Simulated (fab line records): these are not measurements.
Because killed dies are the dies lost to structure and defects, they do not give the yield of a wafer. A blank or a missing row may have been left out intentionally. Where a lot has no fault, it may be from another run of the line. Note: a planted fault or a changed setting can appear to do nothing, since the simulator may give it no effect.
Matching of chambers -- flow nand harc -- rie diel-04 running NHARC_A_BONDPAD_STRIP_15: 4 sister chambers
The step strips in O2. 8 wafers are shown with their chamber, then 9 later ones without.

== WAFERS, EACH WITH ITS CHAMBER ==
wafer,chamber,showerhead plenum p Torr (Torr),drypump motor current A (A)
L076.1,0,3.44,5.44
L081.1,1,3.33,5.20
L083.1,3,3.49,5.74
L083.2,2,3.48,5.67
L083.5,3,3.49,5.75
L087.1,0,3.43,5.45
L087.5,1,3.33,5.22
L087.6,2,3.48,5.66

== WAFERS WITH NO CHAMBER GIVEN ==
wafer,showerhead plenum p Torr (Torr),drypump motor current A (A)
L090.2,3.49,5.74
L090.3,3.33,5.20
L090.6,3.49,5.74
L095.1,3.49,5.73
L095.4,3.42,5.49
L095.5,3.48,5.73
L096.1,3.48,5.73
L096.3,3.32,5.18
L096.4,3.48,5.75

== CHAMBER TAKEN BY EACH ==
wafer,from the rows above,in truth
L090.2,3,3
L090.3,1,1
L090.6,3,3
L095.1,3,3
L095.4,0,0
L095.5,3,3
L096.1,3,3
L096.3,1,1
L096.4,3,3
9 of 9 placed correctly. Not placeable from these rows: 0. Number placed wrongly: 0.
How it was worked out, from the rows above alone: a wafer's distance from a chamber is the root of the sum, over the readings, of the square of ((its reading less the chamber's mean) divided by the reading's scatter). If the next closest chamber is less than 2 further off than the closest, the wafer can't be placed; otherwise it belongs to the closest. Each chamber's mean is taken over the wafers shown for it. The scatter is the square root of a quotient: the sum, over the shown wafers, of each reading's squared deviation from its chamber's mean, divided by wafers minus chambers.
